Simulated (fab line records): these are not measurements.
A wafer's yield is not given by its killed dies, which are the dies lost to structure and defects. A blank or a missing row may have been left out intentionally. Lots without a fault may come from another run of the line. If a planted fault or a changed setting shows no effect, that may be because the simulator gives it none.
What tool caused it? :: flow n5-finfet :: 7 lots, 18 wafers sampled, at 3 steps of a route of 1938

WHAT THE GAUGES READ, wafer by wafer
N5_BEOL_M8_CD_MEAS_18: pitch 80 nm, target cd 40 nm.
lot: L919
measured: day 10 01:24
on: cd-sem-01
cd-nm (nm): 40.1 40.8 40.0

lot: L923
measured: day 11 00:58
on: cd-sem-01
cd-nm (nm): 39.4 39.5

lot: L925
measured: day 11 13:34
on: cd-sem-03
cd-nm (nm): 40.4 39.6

lot: L930
measured: day 12 18:01
on: cd-sem-01
cd-nm (nm): 40.1 39.9 39.6

lot: L931
measured: day 13 11:40
on: cd-sem-03
cd-nm (nm): 39.1 39.5 38.7

lot: L933
measured: day 14 16:32
on: cd-sem-03
cd-nm (nm): 39.9 40.1

lot: L939
measured: day 15 06:39
on: cd-sem-02
cd-nm (nm): 41.0 40.5 40.7

TOOL THAT RAN EACH LOT (tool first, then ch and the chambers of the sampled wafers, then the start)
lot: L919
N5_BEOL_M8_PECVD_70: pecvd-03 ch 0,1,2, day 9 21:35
N5_BEOL_M8_ETCH_61: rie-diel-02 ch 1,3, day 10 00:52

lot: L923
N5_BEOL_M8_PECVD_70: pecvd-02 ch 0,2, day 10 22:56
N5_BEOL_M8_ETCH_61: rie-diel-01 ch 2,3, day 11 00:31

lot: L925
N5_BEOL_M8_PECVD_70: pecvd-04 ch 0,1, day 11 11:54
N5_BEOL_M8_ETCH_61: rie-diel-01 ch 1, day 11 13:09

lot: L930
N5_BEOL_M8_PECVD_70: pecvd-03 ch 0,1,2, day 12 12:49
N5_BEOL_M8_ETCH_61: rie-diel-02 ch 1,2,3, day 12 17:28

lot: L931
N5_BEOL_M8_PECVD_70: pecvd-03 ch 0,1,2, day 13 09:16
N5_BEOL_M8_ETCH_61: rie-diel-03 ch 0,1,2, day 13 11:14

lot: L933
N5_BEOL_M8_PECVD_70: pecvd-04 ch 0,1, day 14 15:05
N5_BEOL_M8_ETCH_61: rie-diel-02 ch 0,1, day 14 16:05

lot: L939
N5_BEOL_M8_PECVD_70: pecvd-02 ch 0,1, day 15 04:43
N5_BEOL_M8_ETCH_61: rie-diel-03 ch 0,3, day 15 06:07
- N5_BEOL_M8_PECVD_70: deposits SiO2 from TEOS/O2, target thk 20 nm, time 22.7 s.
- N5_BEOL_M8_ETCH_61: etches SiARC in CF4, target depth 45.5 nm, time 75.8 s.

THE ANSWER, worked out from the rows above alone
Rule: usual is defined by the lots themselves. Put in order of their means at a reading, lots are off if they are a third of the lots or fewer, leave a main group of 4 or more, and stand apart from it by a gap of 3 or more times the standard deviation of the main group's means; of several such gaps the widest counts. If all means in a main group match to the digits the tables above print for the reading, that group is not used. A lot without any number at a reading at which 4 lots or more have one is off too. Any other lot the step has rows for is counted as sound.
None of the lots is off at any reading shown; this tells nothing.

WHAT THE SIMULATOR HAD PUT IN
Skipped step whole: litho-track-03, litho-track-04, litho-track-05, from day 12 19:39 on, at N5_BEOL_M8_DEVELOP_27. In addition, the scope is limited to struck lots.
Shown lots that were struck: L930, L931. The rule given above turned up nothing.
